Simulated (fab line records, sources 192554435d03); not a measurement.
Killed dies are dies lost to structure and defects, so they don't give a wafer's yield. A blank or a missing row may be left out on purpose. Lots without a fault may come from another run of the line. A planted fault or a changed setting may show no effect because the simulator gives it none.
A struck lot beside a sound one | flow n5_finfet | 16 steps out of a route of 1938
Sound: wafers L286.1, L286.2, L286.3. Struck: wafer L277.3. (L277.1 of the same lot was not struck and is left out.) The cause comes at the end.
At each step with rows: each side's tool, then ch and its chambers, then its first start. Under that, the readings that differ: sound wafers | struck wafers | difference of the means | sigmas: that difference in standard deviations of wafers without a fault.
alike: readings whose means differ by less than 2 such deviations, and words and numbers that are the same on both sides. not compared: withheld readings, readings that some wafer has no value for, bounds like >300 that may hide the same value, and numbers for which the record gives no deviation and whose values overlap.
The two part at a step that has a row with sigmas, a row that says differs or no value, or rows on one side only. Numbers that don't overlap but have no deviation are shown without sigmas and don't part them. A reading that every wafer of one side lacks parts them only if that side has two wafers or more.

first, 6 steps without rows for these wafers: N5_BEOL_M2_COAT_22 (resist thk 30 nm); N5_BEOL_M2_EBR_24; N5_BEOL_M2_SOFTBAKE_23 (time 60 s); N5_BEOL_M2_EXPOSE_25 (exposes mask V1, defocus 5 nm); N5_BEOL_M2_PEB_26 (peb time 60 s); N5_BEOL_M2_DEVELOP_27 (develop time 30 s).
N5_BEOL_M2_CD_MEAS_28: target cd 26.2 nm, target cd y 24.1 nm.
  sound on cd_sem-02 ch 0, day 12 07:10; struck on cd_sem-03 ch 0, day 9 07:26
  reading    | sound             | struck | difference | sigmas
  cd_nm (nm) | 26.66 26.53 26.82 | 25.97  | -0.70      | -3
N5_BEOL_M2_OVL_MEAS_29:
  sound on overlay-02 ch 0, day 12 07:11; struck on overlay-02 ch 0, day 9 07:28
  alike: V1_OVL
N5_BEOL_M2_INSPECT_30: inspects for defects (brightfield).
  sound on defect_inspect-01, day 12 07:15; struck on defect_inspect-01, day 9 07:31
  alike: raw_defect_count
N5_BEOL_M2_DESCUM_33: chemistry O2, time 7 s.
  sound on rie_diel-01 ch 0,2,3, day 12 07:17; struck on rie_diel-01 ch 2, day 9 07:34
  reading                | sound          | struck | difference | sigmas
  oes_product_au (a.u.)  | 0.81 0.96 0.84 | 0.69   | -0.18      | -2
  rf_hours_counter_h (h) | 95 4 78        | 238    | +179       |
  throttle_valve_pct (%) | 20.1 20.6 20.1 | 21.0   | +0.7       | +2
  alike: drypump_motor_current_A, rf_vpp_V, showerhead_plenum_p_Torr, temp_c
N5_BEOL_M2_ETCH_77: etches underlayer in N2/H2, target depth 6.5 nm, time 5.2 s.
  sound on rie_diel-01 ch 0,2,3, day 12 07:19; struck on rie_diel-01 ch 2, day 9 07:35
  reading                | sound             | struck | difference | sigmas
  oes_product_au (a.u.)  | 0.69 0.81 0.70    | 0.57   | -0.16      | -3
  rf_hours_counter_h (h) | 95 4 78           | 238    | +179       |
  throttle_valve_pct (%) | 17.63 17.92 17.66 | 18.40  | +0.66      | +2
  alike: drypump_motor_current_A, etch_rf_on_time_s, rf_vpp_V, showerhead_plenum_p_Torr
N5_BEOL_M2_ETCH_69: etches SiARC in CF4, target depth 15.6 nm, time 26 s.
  sound on rie_diel-01 ch 0,2,3, day 12 07:20; struck on rie_diel-01 ch 2, day 9 07:37
  reading                | sound             | struck | difference | sigmas
  oes_product_au (a.u.)  | 0.70 0.80 0.70    | 0.58   | -0.15      | -3
  rf_hours_counter_h (h) | 95 4 78           | 238    | +179       |
  throttle_valve_pct (%) | 15.25 15.54 15.34 | 16.02  | +0.64      | +2
  alike: drypump_motor_current_A, etch_rf_on_time_s, rf_vpp_V, showerhead_plenum_p_Torr
N5_BEOL_M2_ALD_98: deposits SiO2, target thk 2.5 nm, pulse time 1 s, co reactant pulse time 1 s.
  sound on ald_sin-03 ch 0,1,3, day 12 07:40; struck on ald_sin-01 ch 3, day 9 07:41
  reading                                  | sound       | struck | difference | sigmas
  ald_cycles                               | 17 17 17    | 8      | -9         |
  model.SiO2_of_BEOL_M2_ALD_98.thk_nm (nm) | 2.6 2.6 2.4 | 1.2    | -1.3       |
  alike: heater_power_w, precursor_pulse_height_rel
N5_BEOL_M2_ETCHBACK_99: etches SiO2 in CHF3, target depth 5 nm, time 10.4 s.
  sound on rie_diel-06 ch 0,2,3, day 12 09:20; struck on rie_diel-06 ch 3, day 9 10:15
  alike: drypump_motor_current_A, oes_product_au, rf_vpp_V, showerhead_plenum_p_Torr, throttle_valve_pct
  not compared: rf_hours_counter_h
N5_BEOL_M4_RC_MEAS_101:
  sound on prober-01 ch 0, day 13 16:40; struck on prober-02 ch 0, day 10 17:20
  alike: DIBL_N, DIBL_P, IOFF_N, IOFF_P, ION_N, ION_P, SS_N, SS_P, VT_N, VT_P
-- the record jumps here: 5 days lie between the struck wafers' starts before and after (it left off in module BEOL_M4 and takes up again in module PASSIVATION, whose first step shown is number 1936 of the route) --
N5_PASSIVATION_PROBE_49:
  the record has rows for the struck wafers here (prober-01, day 15 11:24) and none for the sound ones

WHERE THEY PART
First at N5_BEOL_M2_CD_MEAS_28; last, within this record, at N5_PASSIVATION_PROBE_49.

WHY: what the simulator had put in
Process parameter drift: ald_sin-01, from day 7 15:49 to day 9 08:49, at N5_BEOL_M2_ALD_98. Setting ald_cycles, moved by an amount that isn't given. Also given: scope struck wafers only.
